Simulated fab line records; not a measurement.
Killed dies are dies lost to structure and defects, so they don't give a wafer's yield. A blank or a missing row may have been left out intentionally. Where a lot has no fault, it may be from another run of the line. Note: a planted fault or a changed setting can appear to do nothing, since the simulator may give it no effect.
Split-lot trial -- flow n5-finfet -- 21 wafers read across 7 lots, on a route 1938 steps long

== SPLIT DETAILS ==
At N5_BEOL_M1_VIA_ETCH_34 (etches the open film in C4F6/O2, target depth 67.8 nm, time 64.4 s), the setting time-s was moved away from the recipe's 64.4 s on 5 of the 21 wafers read, by -17.8% to +19.8%. The other wafers ran this setting at the recipe's value.

The split's own step is where the reading is taken.

== THE READING ==
SOC_of_BEOL_M1_COAT_67.thk-nm (the simulator's own value, which no gauge read), in nm, at N5_BEOL_M1_VIA_ETCH_34 (etches the open film in C4F6/O2, target depth 67.8 nm, time 64.4 s). The file gives no usual value for it. Here, 16 wafers ran the recipe; their average is 52.1 nm with a standard deviation of 0.24 nm.

wafer,"tool, chamber at the split","time-s as run, s",against the recipe,"SOC_of_BEOL_M1_COAT_67.thk-nm, nm",against lot-mates on the recipe
L078.2,"rie-diel-03, 1",64.4,recipe,52,-
L078.5,"rie-diel-03, 3",64.4,recipe,52,-
L078.6,"rie-diel-03, 2",64.4,recipe,51.8,-
L081.1,"rie-diel-02, 3",64.4,recipe,51.8,-
L081.4,"rie-diel-02, 0",64.4,recipe,52.2,-
L081.5,"rie-diel-02, 0",64.4,recipe,52.2,-
L083.1,"rie-diel-04, 2",64.4,recipe,51.8,-
L083.2,"rie-diel-04, 1",64.4,recipe,52,-
L083.3,"rie-diel-04, 0",73.98,+14.9%,50.8,-1.1
L088.4,"rie-diel-04, 3",64.4,recipe,52,-
L088.5,"rie-diel-04, 1",64.4,recipe,52.6,-
L088.6,"rie-diel-04, 0",64.4,recipe,52.4,-
L089.2,"rie-diel-04, 2",73.42,+14.0%,51.2,-1.0
L089.3,"rie-diel-04, 0",73.42,+14.0%,51.6,-0.6
L089.5,"rie-diel-04, 3",64.4,recipe,52.2,-
L090.1,"rie-diel-03, 1",52.95,-17.8%,53.6,+1.5
L090.2,"rie-diel-03, 2",64.4,recipe,52.2,-
L090.4,"rie-diel-03, 3",64.4,recipe,52,-
L093.1,"rie-diel-03, 0",64.4,recipe,52.2,-
L093.2,"rie-diel-03, 1",77.12,+19.8%,50.4,-1.5
L093.6,"rie-diel-03, 1",64.4,recipe,51.6,-

THE FIT
A straight line over all 21 wafers: SOC_of_BEOL_M1_COAT_67.thk-nm changes by -0.0749 nm for each +1% of time-s; r = -0.91; the points scatter about the line by 0.27 nm.
The same after taking each lot's own level away (the mean of its wafers on the recipe; 21 wafers): -0.073 nm for each +1%; r = -0.95; scatter 0.2 nm.
On that fit, the largest move of time-s shifts the reading by 1.4 nm.
The lots' own levels span 51.90 to 52.33 nm, that is 1.8 times the standard deviation above.
So the lot-to-lot level changes the slope little: the two slopes agree.
Check: with one of the wafers moved furthest among these (+19.8%) left out of the fit, the line predicts -1.38 nm for it against its lot-mates. Against them it came out at -1.5 nm.

== THE OTHER SPLITS THESE WAFERS WENT THROUGH ==
Other splits were also applied to these wafers ahead of the reading. Each is held against what the fit with the lots' levels taken away leaves over:
other split on the same wafers,wafers away from the commonest value,r with SOC_of_BEOL_M1_COAT_67.thk-nm (lot level and that fit taken away)
N5_BEOL_M0_SAQP_COAT_34 spin-rpm,5,+0.51
N5_BEOL_M0_ETCH_138 bias-w,8,+0.04
N5_BEOL_M0_ETCH_109 bias-w,5,+0.14

== THE WHOLE CHAIN: every reading that the file lists as answering this split, in the file's order ==
step,what it does,reading,change (the file's fit),r (the file's)
N5_BEOL_M1_VIA_ETCH_34,"etches the open film in C4F6/O2, target depth 67.8 nm, time 64.4 s","etch.depth-nm (the simulator's own value, which no gauge read)",+0.625 nm for each +1% of the setting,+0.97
N5_BEOL_M1_VIA_ETCH_34,"etches the open film in C4F6/O2, target depth 67.8 nm, time 64.4 s","SOC_of_BEOL_M1_COAT_67.thk-nm (the simulator's own value, which no gauge read)",-0.0746 nm for each +1% of the setting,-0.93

== FILE'S OWN FIT ==
SOC_of_BEOL_M1_COAT_67.thk-nm changes by -0.0746 nm for each +1% of time-s, r = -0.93.
